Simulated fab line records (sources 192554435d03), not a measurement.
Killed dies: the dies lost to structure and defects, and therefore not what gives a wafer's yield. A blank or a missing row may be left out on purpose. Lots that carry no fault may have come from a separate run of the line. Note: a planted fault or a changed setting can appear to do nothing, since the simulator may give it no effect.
What tool caused it? ; flow n5 finfet ; 24 lots with 72 wafers sampled at 6 steps, on a route of 1938 steps

## WHAT EACH GAUGE READ, for each wafer
The record lacks any reading of a measuring or inspecting step that a usual standard deviation could be used to judge.

## EACH LOT AND THE TOOL THAT RAN IT (in order: tool; ch and the chambers of the sampled wafers; start)
lot;N5_MOL_CONTACT_COAG_ETCH_91;N5_MOL_CONTACT_COAG_ALD_133;N5_MOL_CONTACT_COAG_VIA_ETCH_117;N5_MOL_CONTACT_COAG_STRIP_49;N5_BEOL_M0_SAQP_PECVD_96;N5_BEOL_M0_SAQP_HM_DEP_111
L074;rie diel-03 ch 0,2,3, day 5 07:07;ald sin-04 ch 0,2,3, day 5 08:17;rie diel-02 ch 0,2,3, day 5 08:38;plasma asher-01 ch 0,1, day 5 08:50;pecvd-04 ch 0,1,2, day 5 14:09;pecvd-03 ch 0,1,2, day 5 14:22
L075;rie diel-04 ch 0,1,3, day 5 10:53;ald sin-03 ch 1,3, day 5 12:03;rie diel-04 ch 2,3, day 5 12:24;plasma asher-01 ch 0,1, day 5 12:36;pecvd-01 ch 0,1,2, day 5 20:10;pecvd-04 ch 1,2, day 5 20:23
L076;rie diel-03 ch 0,3, day 5 18:50;ald sin-04 ch 0,2,3, day 5 20:07;rie diel-04 ch 2,3, day 5 20:26;plasma asher-02 ch 0,1, day 5 20:39;pecvd-03 ch 0,1, day 6 01:40;pecvd-01 ch 1,2, day 6 01:53
L077;rie diel-04 ch 1,3, day 6 05:17;ald sin-03 ch 0,1,2, day 6 06:41;rie diel-03 ch 2,3, day 6 07:03;plasma asher-01 ch 1, day 6 07:15;pecvd-03 ch 0,1,2, day 6 15:43;pecvd-04 ch 0,1,2, day 6 15:56
L078;rie diel-02 ch 0,2,3, day 6 05:26;ald sin-04 ch 0,1, day 6 06:46;rie diel-04 ch 1,2,3, day 6 07:08;plasma asher-01 ch 0,1, day 6 07:21;pecvd-04 ch 1,2, day 6 16:40;pecvd-01 ch 0,1,2, day 6 16:58
L079;rie diel-02 ch 2,3, day 6 07:04;ald sin-01 ch 1,2, day 6 08:44;rie diel-03 ch 0,2,3, day 6 09:05;plasma asher-02 ch 0,1, day 6 09:18;pecvd-01 ch 0,1, day 6 16:45;pecvd-04 ch 1,2, day 6 17:01
L080;rie diel-02 ch 0,2,3, day 6 14:26;ald sin-03 ch 0,1,2, day 6 15:28;rie diel-03 ch 0,3, day 6 15:49;plasma asher-01 ch 0,1, day 6 16:01;pecvd-01 ch 0,2, day 6 20:48;pecvd-01 ch 1,2, day 6 21:01
L081;rie diel-04 ch 0,2, day 6 21:28;ald sin-01 ch 0,2,3, day 6 23:07;rie diel-03 ch 1,2, day 6 23:27;plasma asher-02 ch 0,1, day 6 23:40;pecvd-04 ch 0,1, day 7 04:46;pecvd-01 ch 0,1,2, day 7 04:59
L082;rie diel-04 ch 1,2,3, day 7 02:13;ald sin-01 ch 0,1,2, day 7 03:15;rie diel-02 ch 0,2,3, day 7 03:35;plasma asher-01 ch 0,1, day 7 03:47;pecvd-01 ch 0,1,2, day 7 10:04;pecvd-03 ch 1,2, day 7 10:17
L083;rie diel-02 ch 1,2,3, day 7 09:13;ald sin-04 ch 1,2,3, day 7 10:55;rie diel-04 ch 0,2,3, day 7 11:17;plasma asher-02 ch 0,1, day 7 11:29;pecvd-04 ch 0,2, day 7 17:17;pecvd-03 ch 1,2, day 7 17:30
L084;rie diel-04 ch 0,1,3, day 7 14:46;ald sin-01 ch 0,1,3, day 7 16:01;rie diel-03 ch 1,2,3, day 7 16:22;plasma asher-02 ch 0,1, day 7 16:35;pecvd-03 ch 0,1, day 7 21:56;pecvd-01 ch 0,1, day 7 22:09
L086;rie diel-04 ch 1,2,3, day 8 01:52;ald sin-01 ch 0,1,2, day 8 02:58;rie diel-02 ch 1,2,3, day 8 03:20;plasma asher-02 ch 0,1, day 8 03:32;pecvd-04 ch 0,1,2, day 8 10:29;pecvd-04 ch 0,1,2, day 8 10:42
L085;rie diel-03 ch 1,2, day 8 07:16;ald sin-03 ch 0,2,3, day 8 08:32;rie diel-02 ch 1,2, day 8 08:52;plasma asher-01 ch 0,1, day 8 09:06;pecvd-04 ch 0,1, day 8 13:59;pecvd-03 ch 0,1,2, day 8 14:12
L087;rie diel-02 ch 0,1,3, day 8 11:17;ald sin-04 ch 0,2,3, day 8 12:34;rie diel-02 ch 1,2,3, day 8 12:55;plasma asher-02 ch 0,1, day 8 13:07;pecvd-03 ch 1,2, day 8 18:28;pecvd-01 ch 1,2, day 8 18:41
L088;rie diel-03 ch 0,3, day 8 15:54;ald sin-04 ch 0,1, day 8 16:58;rie diel-04 ch 1,3, day 8 17:27;plasma asher-01 ch 0,1, day 8 17:39;pecvd-04 ch 0,1,2, day 8 22:21;pecvd-04 ch 0,1,2, day 8 22:34
L089;rie diel-02 ch 0,1,2, day 9 02:48;ald sin-03 ch 1,2,3, day 9 04:10;rie diel-03 ch 1,2,3, day 9 04:31;plasma asher-01 ch 0,1, day 9 04:43;pecvd-04 ch 0,1,2, day 9 09:28;pecvd-01 ch 0,2, day 9 09:41
L090;rie diel-04 ch 0,2,3, day 9 03:01;ald sin-04 ch 0,2,3, day 9 04:16;rie diel-04 ch 1,2,3, day 9 04:37;plasma asher-02 ch 0,1, day 9 04:49;pecvd-04 ch 1,2, day 9 12:16;pecvd-01 ch 0,1,2, day 9 12:29
L091;rie diel-03 ch 1,2,3, day 9 10:04;ald sin-01 ch 0,2, day 9 11:23;rie diel-02 ch 0,1,3, day 9 11:52;plasma asher-01 ch 0,1, day 9 12:05;pecvd-01 ch 1,2, day 9 18:11;pecvd-03 ch 0,2, day 9 18:25
L092;rie diel-04 ch 0,1,3, day 9 13:07;ald sin-01 ch 0,2,3, day 9 14:23;rie diel-02 ch 0,3, day 9 14:43;plasma asher-01 ch 0,1, day 9 14:55;pecvd-04 ch 0,1, day 9 21:10;pecvd-01 ch 0,1,2, day 9 21:23
L093;rie diel-03 ch 0,1,3, day 9 23:52;ald sin-03 ch 1,2,3, day 10 01:12;rie diel-04 ch 1,2,3, day 10 01:32;plasma asher-01 ch 0,1, day 10 01:44;pecvd-01 ch 0,1,2, day 10 07:21;pecvd-03 ch 0,1,2, day 10 07:34
L094;rie diel-02 ch 0,1,3, day 10 01:33;ald sin-04 ch 0,2, day 10 02:43;rie diel-04 ch 1,2,3, day 10 03:09;plasma asher-02 ch 0,1, day 10 03:21;pecvd-01 ch 1, day 10 10:51;pecvd-03 ch 0,1, day 10 11:08
L095;rie diel-02 ch 0,2, day 10 08:37;ald sin-01 ch 1,2,3, day 10 09:39;rie diel-04 ch 0,1, day 10 09:59;plasma asher-01 ch 0,1, day 10 10:13;pecvd-03 ch 0,1, day 10 15:26;pecvd-04 ch 1,2, day 10 15:41
L096;rie diel-03 ch 0,2,3, day 10 12:20;ald sin-04 ch 1,2,3, day 10 13:28;rie diel-04 ch 0,1,2, day 10 13:50;plasma asher-01 ch 0,1, day 10 14:02;pecvd-04 ch 0,1,2, day 10 19:09;pecvd-01 ch 0,1,2, day 10 19:22
L097;rie diel-04 ch 0,2,3, day 10 22:15;ald sin-03 ch 0,1,3, day 10 23:17;rie diel-04 ch 0,1,3, day 10 23:37;plasma asher-01 ch 0,1, day 10 23:50;pecvd-01 ch 0,1, day 11 06:32;pecvd-04 ch 0,1, day 11 06:46
- N5_MOL_CONTACT_COAG_ETCH_91: etches SOC in N2/H2, target depth 60 nm, overetch 21 nm, time 101.2 s.
- N5_MOL_CONTACT_COAG_ALD_133: deposits SiO2, target thk 5 nm, pulse time 1 s, co reactant pulse time 1 s.
- N5_MOL_CONTACT_COAG_VIA_ETCH_117: etches SiO2 in C4F6/O2, target depth 40 nm, overetch 8 nm, time 26 s.
- N5_MOL_CONTACT_COAG_STRIP_49: strips in N2/H2, time 30 s.
- N5_BEOL_M0_SAQP_PECVD_96: deposits a-Si from SiH4/He, target thk 45 nm, time 45.2 s.
- N5_BEOL_M0_SAQP_HM_DEP_111: deposits SiO2 from SiH4/N2O, target thk 12 nm, time 7.2 s.

## AS READ BY THE TOOLS THEMSELVES (means over the sampled wafers that have a number; for cases with no such wafer, the mark the record gives instead)
N5_MOL_CONTACT_COAG_ETCH_91.
lot;tool;drypump motor current A (A);oes product au (a.u.);rf vpp V (V);showerhead plenum p Torr (Torr);throttle valve pct (%)
L074;rie diel-03;6.1;0.67;527.0;2.67;17.64
L075;rie diel-04;5.7;0.64;522.4;2.50;17.93
L076;rie diel-03;6.2;0.70;527.0;2.69;17.56
L077;rie diel-04;5.5;0.63;523.1;2.50;18.03
L078;rie diel-02;5.9;0.61;524.7;2.56;17.84
L079;rie diel-02;6.1;0.61;525.1;2.57;17.72
L080;rie diel-02;5.9;0.61;525.0;2.56;17.85
L081;rie diel-04;6.1;0.73;523.5;2.50;17.57
L082;rie diel-04;5.9;0.73;522.6;2.51;17.88
L083;rie diel-02;5.8;0.63;523.5;2.54;17.78
L084;rie diel-04;5.7;0.77;522.8;2.49;17.68
L086;rie diel-04;5.9;0.70;522.8;2.50;17.90
L085;rie diel-03;6.0;0.67;526.4;2.62;17.65
L087;rie diel-02;5.8;0.62;522.9;2.49;17.74
L088;rie diel-03;6.1;0.67;527.0;2.67;17.62
L089;rie diel-02;5.6;0.62;524.1;2.53;17.95
L090;rie diel-04;5.9;0.70;522.0;2.50;17.72
L091;rie diel-03;6.1;0.68;526.1;2.63;17.57
L092;rie diel-04;5.7;0.74;523.4;2.48;17.69
L093;rie diel-03;6.2;0.68;525.8;2.63;17.70
L094;rie diel-02;5.8;0.62;522.0;2.48;17.78
L095;rie diel-02;5.7;0.59;524.7;2.58;18.10
L096;rie diel-03;6.1;0.63;527.2;2.65;17.72
L097;rie diel-04;5.9;0.68;522.9;2.49;17.75

N5_MOL_CONTACT_COAG_ALD_133.
lot;tool;heater power w (W);precursor pulse height rel
L074;ald sin-04;82;0.995
L075;ald sin-03;74;0.981
L076;ald sin-04;80;1.006
L077;ald sin-03;78;1.009
L078;ald sin-04;79;1.002
L079;ald sin-01;83;0.974
L080;ald sin-03;78;1.023
L081;ald sin-01;79;1.008
L082;ald sin-01;77;1.013
L083;ald sin-04;83;0.997
L084;ald sin-01;71;1.007
L086;ald sin-01;75;1.001
L085;ald sin-03;79;0.996
L087;ald sin-04;82;0.982
L088;ald sin-04;81;0.996
L089;ald sin-03;76;1.005
L090;ald sin-04;81;1.001
L091;ald sin-01;84;1.005
L092;ald sin-01;81;0.994
L093;ald sin-03;76;1.013
L094;ald sin-04;74;0.994
L095;ald sin-01;79;0.992
L096;ald sin-04;83;1.003
L097;ald sin-03;78;1.007

N5_MOL_CONTACT_COAG_VIA_ETCH_117.
lot;tool;drypump motor current A (A);oes product au (a.u.);rf vpp V (V);showerhead plenum p Torr (Torr);throttle valve pct (%)
L074;rie diel-02;5.9;0.67;1580;2.87;41.2
L075;rie diel-04;5.7;0.63;1600;2.81;41.3
L076;rie diel-04;5.7;0.63;1600;2.81;41.3
L077;rie diel-03;6.1;0.70;1614;2.97;40.8
L078;rie diel-04;5.9;0.69;1586;2.80;41.2
L079;rie diel-03;6.1;0.71;1580;2.97;41.0
L080;rie diel-03;6.2;0.71;1545;2.98;41.1
L081;rie diel-03;6.1;0.79;1614;2.93;41.4
L082;rie diel-02;5.9;0.65;1579;2.87;41.2
L083;rie diel-04;5.9;0.77;1604;2.80;41.1
L084;rie diel-03;6.1;0.76;1591;2.95;41.1
L086;rie diel-02;5.7;0.67;1570;2.83;41.0
L085;rie diel-02;5.6;0.67;1566;2.87;41.4
L087;rie diel-02;5.8;0.67;1571;2.83;41.0
L088;rie diel-04;5.7;0.77;1564;2.76;40.8
L089;rie diel-03;6.1;0.73;1591;2.95;41.1
L090;rie diel-04;5.9;0.74;1585;2.79;41.2
L091;rie diel-02;5.8;0.66;1593;2.78;40.9
L092;rie diel-02;6.0;0.64;1601;2.81;41.1
L093;rie diel-04;5.9;0.73;1584;2.79;41.2
L094;rie diel-04;5.9;0.73;1585;2.79;41.2
L095;rie diel-04;5.9;0.76;1569;2.75;40.6
L096;rie diel-04;6.1;0.72;1590;2.79;41.0
L097;rie diel-04;5.7;0.77;1584;2.76;40.7

N5_MOL_CONTACT_COAG_STRIP_49.
lot;tool;drypump motor current A (A);heater power w (W)
L074;plasma asher-01;6.3;377
L075;plasma asher-01;6.4;372
L076;plasma asher-02;5.9;334
L077;plasma asher-01;6.6;361
L078;plasma asher-01;6.2;390
L079;plasma asher-02;5.9;327
L080;plasma asher-01;6.3;372
L081;plasma asher-02;5.9;323
L082;plasma asher-01;6.3;371
L083;plasma asher-02;6.0;308
L084;plasma asher-02;5.9;328
L086;plasma asher-02;5.9;326
L085;plasma asher-01;6.2;389
L087;plasma asher-02;6.1;305
L088;plasma asher-01;6.4;376
L089;plasma asher-01;6.2;385
L090;plasma asher-02;5.9;329
L091;plasma asher-01;6.3;372
L092;plasma asher-01;6.3;374
L093;plasma asher-01;6.3;373
L094;plasma asher-02;5.9;321
L095;plasma asher-01;6.2;385
L096;plasma asher-01;6.3;372
L097;plasma asher-01;6.2;389

N5_BEOL_M0_SAQP_PECVD_96.
lot;tool;heater power w (W);showerhead plenum p Torr (Torr);throttle valve pct (%)
L074;pecvd-04;581;5.71;17.8
L075;pecvd-01;615;5.68;19.0
L076;pecvd-03;618;5.67;19.7
L077;pecvd-03;647;5.65;18.3
L078;pecvd-04;588;5.73;17.1
L079;pecvd-01;666;5.66;19.8
L080;pecvd-01;598;5.67;19.0
L081;pecvd-04;598;5.67;17.8
L082;pecvd-01;632;5.68;19.2
L083;pecvd-04;599;5.75;17.7
L084;pecvd-03;598;5.67;19.8
L086;pecvd-04;610;5.70;17.7
L085;pecvd-04;648;5.68;18.2
L087;pecvd-03;552;5.70;18.9
L088;pecvd-04;568;5.72;17.8
L089;pecvd-04;595;5.71;17.9
L090;pecvd-04;547;5.70;17.3
L091;pecvd-01;618;5.71;18.6
L092;pecvd-04;619;5.70;18.3
L093;pecvd-01;626;5.67;19.3
L094;pecvd-01;644;5.71;18.5
L095;pecvd-03;613;5.67;19.7
L096;pecvd-04;579;5.72;17.7
L097;pecvd-01;632;5.69;19.0

N5_BEOL_M0_SAQP_HM_DEP_111.
lot;tool;heater power w (W);showerhead plenum p Torr (Torr)
L074;pecvd-03;778;8.14
L075;pecvd-04;699;8.34
L076;pecvd-01;708;8.24
L077;pecvd-04;704;8.26
L078;pecvd-01;779;8.17
L079;pecvd-04;662;8.33
L080;pecvd-01;734;8.22
L081;pecvd-01;829;8.16
L082;pecvd-03;735;8.21
L083;pecvd-03;710;8.17
L084;pecvd-01;801;8.18
L086;pecvd-04;714;8.28
L085;pecvd-03;756;8.13
L087;pecvd-01;743;8.24
L088;pecvd-04;738;8.27
L089;pecvd-01;752;8.15
L090;pecvd-01;764;8.18
L091;pecvd-03;795;8.06
L092;pecvd-01;794;8.16
L093;pecvd-03;780;8.12
L094;pecvd-03;739;8.17
L095;pecvd-04;703;8.23
L096;pecvd-01;756;8.17
L097;pecvd-04;770;8.18

## THE ANSWER, worked out from the rows above alone
Rule: the lots themselves supply what counts as usual. Put in order of their means at a reading, lots are off if they are a third of the lots or fewer, leave a main group of 4 or more, and stand apart from it by a gap of 3 or more times the standard deviation of the main group's means; of several such gaps the widest counts. A main group whose means are all the same, to the digits that the tables above print for the reading, isn't used. Also off: a lot with no number at a reading for which 4 or more lots have one. All remaining lots with rows at the step are treated as sound. First the gauges in route order, then the tools' own readings, where a lot's mean is used as printed above. At the first step where some lot is off, the reading lying furthest off is the one used; lots without a number count as furthest.
Nothing can be told from this: no lot is off at any reading shown.

## WHAT HAD BEEN PUT IN BY THE SIMULATOR
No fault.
